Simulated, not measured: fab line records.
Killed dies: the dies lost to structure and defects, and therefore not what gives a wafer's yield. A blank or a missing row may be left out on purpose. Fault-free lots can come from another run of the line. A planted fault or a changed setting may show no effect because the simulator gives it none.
Split-lot study | flow n5Finfet | 7 lots, 21 wafers read, on a route of 1938 steps

== ABOUT THE SPLIT ==
At N5_BEOL_M14_COAT_22 (resist thk 300 nm), the setting spinRpm was moved away from the recipe's 2888 rpm on 8 of the 21 wafers read, by -6.6% to +9.3%. All remaining wafers had this setting at the recipe value.

The reading is taken at the split's own step.

== THE READING ==
coat_of_BEOL_M14_COAT_22.thkNm (the simulator's own value, which no gauge read), in nm, at N5_BEOL_M14_COAT_22 (resist thk 300 nm). The file does not state a usual value for it. Across the 13 wafers here that went through the recipe, the average is 300.8 nm and the standard deviation 0.75 nm.

wafer  | tool, chamber at the split | spinRpm as run, rpm | against the recipe | coat_of_BEOL_M14_COAT_22.thkNm, nm | against lot-mates on the recipe
L075.2 | lithoTrack-05, 0           | 3158                | +9.3%              | 288                                | -12.7
L075.4 | lithoTrack-05, 0           | 2888                | recipe             | 300.8                              | -
L075.6 | lithoTrack-05, 0           | 2888                | recipe             | 300.6                              | -
L078.2 | lithoTrack-04, 0           | 3040                | +5.3%              | 291.4                              | -8.0
L078.4 | lithoTrack-04, 0           | 3040                | +5.3%              | 292                                | -7.4
L078.6 | lithoTrack-04, 0           | 2888                | recipe             | 299.4                              | -
L080.3 | lithoTrack-05, 0           | 2888                | recipe             | 301.6                              | -
L080.4 | lithoTrack-05, 0           | 2888                | recipe             | 301.6                              | -
L080.6 | lithoTrack-05, 0           | 2888                | recipe             | 301.2                              | -
L076.3 | lithoTrack-05, 0           | 2888                | recipe             | 299.2                              | -
L076.4 | lithoTrack-05, 0           | 2785                | -3.6%              | 305.2                              | +5.6
L076.6 | lithoTrack-05, 0           | 2888                | recipe             | 300                                | -
L090.2 | lithoTrack-01, 0           | 2698                | -6.6%              | 311.6                              | +10.8
L090.3 | lithoTrack-01, 0           | 2698                | -6.6%              | 311.2                              | +10.4
L090.6 | lithoTrack-01, 0           | 2888                | recipe             | 300.8                              | -
L091.2 | lithoTrack-01, 0           | 2720                | -5.8%              | 310.8                              | +9.6
L091.3 | lithoTrack-01, 0           | 2888                | recipe             | 301.2                              | -
L091.5 | lithoTrack-01, 0           | 2888                | recipe             | 301.2                              | -
L088.2 | lithoTrack-05, 0           | 3012                | +4.3%              | 295.2                              | -6.0
L088.5 | lithoTrack-05, 0           | 2888                | recipe             | 301.4                              | -
L088.6 | lithoTrack-05, 0           | 2888                | recipe             | 301                                | -

FIT RESULTS
A straight line over all 21 wafers: coat_of_BEOL_M14_COAT_22.thkNm changes by -1.54 nm for each +1% of spinRpm; r = -0.99; the points scatter about the line by 0.91 nm.
The same after taking each lot's own level away (the mean of its wafers on the recipe; 21 wafers): -1.5 nm for each +1%; r = -1.00; scatter 0.44 nm.
On that fit, the largest move of spinRpm shifts the reading by 14 nm.
Across the lots, their own levels run from 299.40 to 301.47 nm, a range of 2.7 times the standard deviation given above.
So the lot-to-lot level changes the slope little: the two slopes agree.
Check: -14.3 nm against its lot-mates is what the line predicts for one of the wafers moved furthest among these (+9.3%) when that wafer is left out of the fit. Against them it came out at -12.7 nm.

== ADDITIONAL SPLITS CARRIED BY THESE WAFERS ==
These wafers also went through other splits before the reading. Each is held against what the fit with the lots' levels taken away leaves over:
other split on the same wafers | wafers away from the commonest value | r with coat_of_BEOL_M14_COAT_22.thkNm (lot level and that fit taken away)
N5_BEOL_M11_EXPOSE_08 doseMj   | 9                                    | +0.27
N5_BEOL_M12_COAT_66 spinRpm    | 9                                    | -0.11

== FILE'S OWN FIT ==
coat_of_BEOL_M14_COAT_22.thkNm changes by -1.48 nm for each +1% of spinRpm, r = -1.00.
